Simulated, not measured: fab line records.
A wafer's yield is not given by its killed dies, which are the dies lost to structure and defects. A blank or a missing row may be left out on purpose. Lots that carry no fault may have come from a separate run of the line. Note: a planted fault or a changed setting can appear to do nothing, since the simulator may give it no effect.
Split-lot trial    flow n5 finfet    on a route of 1938 steps: 7 lots, 39 wafers read

ABOUT THE SPLIT
At N5_STI_FIN_REVEAL_ETCHBACK_08 (etches SiO2 in C4F6/O2, target depth 30.5 nm, time 10.167 s), the setting target depth a was moved away from the recipe's 305 angstrom on 12 of the 39 wafers read, by -38.0% to +57.9%. The other wafers ran this setting at the recipe's value.

FROM THE SPLIT TO THE READING: what the file shows between them, 3 steps
- N5_STI_FIN_REVEAL_STRIP_24: strips in N2/H2, time 90 s
- N5_STI_FIN_REVEAL_PRECLEAN_25: cleans in SPM, time 90 s
- N5_STI_FIN_REVEAL_SRD_23: time 30 s

THE READING
trench depth nm, in nm, at N5_STI_FIN_REVEAL_FIN_H_MEAS_10. A value of 51.7 nm with a standard deviation of 0.66 nm is what fault-free wafers of this fab line usually give.

wafer   tool, chamber at the split  target depth a as run, angstrom  against the recipe  trench depth nm, nm  against lot-mates on the recipe
L075.1  rie diel-02, 2,1,3,0,0,1    305                              recipe              52.6                 -
L075.2  rie diel-02, 2,1,3,0,0,1    305                              recipe              51.9                 -
L075.3  rie diel-02, 2,1,3,0,0,1    305                              recipe              52.4                 -
L075.4  rie diel-02, 2,1,3,0,0,1    305                              recipe              51.9                 -
L075.5  rie diel-02, 2,1,3,0,0,1    305                              recipe              51.6                 -
L075.6  rie diel-02, 2,1,3,0,0,1    305                              recipe              52.5                 -
L077.1  rie diel-05, 1,3,2          305                              recipe              51.4                 -
L077.2  rie diel-05, 1,3,2          305                              recipe              51.8                 -
L077.4  rie diel-05, 1,3,2          305                              recipe              51.4                 -
L083.1  rie diel-02, 3,0,1          305                              recipe              52.3                 -
L083.2  rie diel-02, 2,2,1          481.5                            +57.9%              70.0                 +18.3
L083.3  rie diel-02, 3,0,1          305                              recipe              51.5                 -
L083.4  rie diel-02, 3,0,1          305                              recipe              51.2                 -
L083.5  rie diel-02, 2,2,1          481.5                            +57.9%              70.9                 +19.2
L083.6  rie diel-02, 2,2,1          481.5                            +57.9%              69.2                 +17.5
L086.1  rie diel-05, 2,1,0          305                              recipe              52.0                 -
L086.2  rie diel-05, 3,1,0          352.8                            +15.7%              57.1                 +4.8
L086.3  rie diel-05, 3,1,0          352.8                            +15.7%              56.2                 +3.9
L086.4  rie diel-05, 3,1,0          352.8                            +15.7%              57.0                 +4.7
L086.5  rie diel-05, 2,1,0          305                              recipe              51.9                 -
L086.6  rie diel-05, 2,1,0          305                              recipe              52.9                 -
L090.1  rie diel-06, 3,1,3          189.1                            -38.0%              41.0                 -11.2
L090.2  rie diel-06, 3,1,3          189.1                            -38.0%              40.6                 -11.6
L090.3  rie diel-06, 0,1,0          305                              recipe              52.0                 -
L090.4  rie diel-06, 3,1,3          189.1                            -38.0%              40.1                 -12.1
L090.5  rie diel-06, 0,1,0          305                              recipe              52.7                 -
L090.6  rie diel-06, 0,1,0          305                              recipe              51.9                 -
L092.1  rie diel-05, 1,2,1,2,1,2    305                              recipe              50.5                 -
L092.2  rie diel-05, 1,2,1,2,1,2    305                              recipe              50.1                 -
L092.3  rie diel-05, 1,2,1,2,1,2    305                              recipe              50.4                 -
L092.4  rie diel-05, 1,2,1,2,1,2    305                              recipe              51.2                 -
L092.5  rie diel-05, 1,2,1,2,1,2    305                              recipe              50.3                 -
L092.6  rie diel-05, 1,2,1,2,1,2    305                              recipe              51.0                 -
L095.1  rie diel-06, 2,1,3          240.1                            -21.3%              46.1                 -6.1
L095.2  rie diel-06, 3,1,2          305                              recipe              51.7                 -
L095.3  rie diel-06, 3,1,2          305                              recipe              52.3                 -
L095.4  rie diel-06, 2,1,3          240.1                            -21.3%              46.0                 -6.2
L095.5  rie diel-06, 2,1,3          240.1                            -21.3%              45.4                 -6.8
L095.6  rie diel-06, 3,1,2          305                              recipe              52.5                 -
Rows listing several chambers each stand for several wafers; the file does not say which wafer went through which chamber.

FIT RESULTS
A straight line over all 39 wafers: trench depth nm changes by +0.307 nm for each +1% of target depth a; r = +0.99; the points scatter about the line by 0.73 nm.
The same after taking each lot's own level away (the mean of its wafers on the recipe; 39 wafers): +0.311 nm for each +1%; r = +1.00; scatter 0.45 nm.
The reading moves by 18 nm for the largest change in target depth a, on that fit.
Across the lots, their own levels run from 50.58 to 52.27 nm, a range of 2.6 times the standard deviation given above.
So the lot-to-lot level changes the slope little: the two slopes agree.
Check: +18 nm against its lot-mates is what the line predicts for one of the wafers moved furthest among these (+57.9%) when that wafer is left out of the fit. Against them it came out at +18.3 nm.

FILE'S OWN FIT
trench depth nm changes by +0.312 nm for each +1% of target depth a, r = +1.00.
